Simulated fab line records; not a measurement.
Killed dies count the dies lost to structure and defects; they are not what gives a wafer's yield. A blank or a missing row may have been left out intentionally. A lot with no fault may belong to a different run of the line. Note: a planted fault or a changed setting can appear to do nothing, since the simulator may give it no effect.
Matching of chambers ; flow n5Finfet ; 3 sister chambers for N5_PASSIVATION_PECVD_01 on pecvd-04
The step deposits SiNx from SiH4/NH3/N2, target thk 200 nm, time 43.2 s. 14 wafers are shown with their chamber, then 7 later ones without.

== WAFERS PAIRED WITH THEIR CHAMBERS ==
wafer;chamber;throttleValvePct (%);showerheadVppV (V);heaterPowerW (W)
L775.1;2;26.8;2309;331
L775.4;2;26.9;2365;338
L775.6;0;30.8;2541;409
L780.3;2;27.1;2285;376
L780.4;0;30.7;2511;402
L780.6;2;26.7;2295;380
L783.2;0;30.9;2524;359
L783.3;2;27.0;2326;389
L783.6;2;27.0;2331;390
L787.2;2;27.2;2339;376
L787.4;1;29.8;2244;110
L787.6;0;30.8;2479;346
L790.4;2;27.3;2256;325
L790.5;1;29.6;2204;213

SIGNATURES (averages over the wafers above)
reading;chamber 0;chamber 1;chamber 2;scatter within a chamber
throttleValvePct;30.800;29.700;27.000;0.171
showerheadVppV;2513.75;2224.00;2313.25;31.8
heaterPowerW;379.00;161.50;363.12;34.8
Rule: distance of a wafer from a chamber = root of the sum over the readings of ((wafer's reading minus chamber's mean) / reading's scatter) squared. The wafer belongs to the nearest chamber; if the next one is less than 2 further off, it can't be placed. How the scatter is found: for the shown wafers, subtract from each reading the mean of its chamber, square and add these, divide the total by (wafers less chambers), then take the root.

== WAFERS WHOSE CHAMBER IS MISSING ==
wafer;throttleValvePct (%);showerheadVppV (V);heaterPowerW (W)
L790.6;30.8;2466;412
L791.1;27.1;2316;347
L791.4;29.6;2212;212
L791.6;30.6;2556;360
L789.1;29.7;2234;117
L789.3;30.9;2504;408
L789.4;29.6;2242;136

== WHICH CHAMBER EACH ONE RAN IN ==
wafer;from the rows above;in truth
L790.6;0;0
L791.1;2;2
L791.4;1;1
L791.6;0;0
L789.1;1;1
L789.3;0;0
L789.4;1;1
Correctly placed: 7 of 7. Number that these rows cannot place: 0. Number placed wrongly: 0.
